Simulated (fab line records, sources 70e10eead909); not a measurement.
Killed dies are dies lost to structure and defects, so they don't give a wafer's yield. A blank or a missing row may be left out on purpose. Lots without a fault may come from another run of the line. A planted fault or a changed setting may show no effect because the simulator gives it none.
A struck lot beside a sound one | flow nand_harc | 17 steps out of a route of 1302
Sound: wafers L736.4, L736.5, L736.6. Struck: wafers L739.1, L739.3, L739.4. The cause comes at the end.
At each step with rows: each side's tool, then ch and its chambers, then its first start. Under that, the readings that differ: sound wafers | struck wafers | difference of the means | sigmas: that difference in standard deviations of wafers without a fault.
alike: readings whose means differ by less than 2 such deviations, and words and numbers that are the same on both sides. not compared: withheld readings, readings that some wafer has no value for, bounds like >300 that may hide the same value, and numbers for which the record gives no deviation and whose values overlap.
The two part at a step that has a row with sigmas, a row that says differs or no value, or rows on one side only. Numbers that don't overlap but have no deviation are shown without sigmas and don't part them. A reading that every wafer of one side lacks parts them only if that side has two wafers or more.

first, 4 steps without rows for these wafers: NHARC_A_ZERO_WELL_STRIP_14 (strips in SPM, time 900 s); NHARC_A_ZERO_WELL_IMPLANT_15; NHARC_A_ZERO_WELL_PRECLEAN_22 (cleans in SC1, time 60 s); NHARC_A_ZERO_WELL_SRD_23.
NHARC_A_ZERO_WELL_RTA_16: time 10 s.
  sound on rtp_anneal-02 ch 0, day 10 13:02; struck on rtp_anneal-02 ch 0, day 11 22:31
  alike: lamp_power_pct, lamp_zone_7_pct, wafer_temp_C_max
NHARC_A_ZERO_WELL_INSPECT_17:
  sound on defect_inspect-01, day 10 13:08; struck on defect_inspect-02, day 11 22:43
  alike: raw_defect_count
then, 3 steps without rows for these wafers: NHARC_A_SOURCE_PLATE_PRECLEAN_00 (cleans in HF-LAST, time 60 s); NHARC_A_SOURCE_PLATE_SRD_01; NHARC_A_SOURCE_PLATE_OXIDE_02 (material SiO2, target thk 10 nm, ox time 1362 s).
NHARC_A_SOURCE_PLATE_THK_MEAS_09: measures by ellipsometry.
  sound on film_metro-02, day 10 20:30; struck on film_metro-02, day 12 07:11
  alike: thk_nm
then, 1 step without rows for these wafers: NHARC_A_SOURCE_PLATE_PVD_04 (deposits WSi2, target thk 50 nm).
NHARC_A_SOURCE_PLATE_CVD_03: deposits poly-Si, target thk 200 nm, time 4000 s.
  sound on lpcvd_poly-02 ch 0, day 10 23:04; struck on lpcvd_poly-02 ch 0, day 12 09:46
  alike: spike_tc_top_C, spike_tc_upper_C, tube_center_temp_C
then, 1 step without rows for these wafers: NHARC_A_SOURCE_PLATE_ANNEAL_05 (time 1800 s).
NHARC_A_SOURCE_PLATE_THK_MEAS_06: measures by ellipsometry.
  sound on film_metro-02, day 11 12:08; struck on film_metro-01, day 12 22:24
  alike: thk_nm
NHARC_A_SOURCE_PLATE_INSPECT_08:
  sound on defect_inspect-02, day 11 12:14; struck on defect_inspect-01, day 12 22:28
  reading          | sound    | struck      | difference | sigmas
  raw_defect_count | 47 33 47 | 306 322 307 | +269       | +12
then, 1 step without rows for these wafers: NHARC_A_ONON_D1_DEP_00 (target thk 1000 nm).
-- the record jumps here: 16 days lie between the struck wafers' starts before and after (it left off in module A_ONON_D1 and takes up again in module END, whose first step shown is number 1302 of the route) --
NHARC_END_SORT_01:
  the record has rows for the struck wafers here (prober-01 ch 0, day 29 08:57) and none for the sound ones

WHERE THEY PART
First at NHARC_A_SOURCE_PLATE_INSPECT_08; last, within this record, at NHARC_END_SORT_01.

WHY: what the simulator had put in
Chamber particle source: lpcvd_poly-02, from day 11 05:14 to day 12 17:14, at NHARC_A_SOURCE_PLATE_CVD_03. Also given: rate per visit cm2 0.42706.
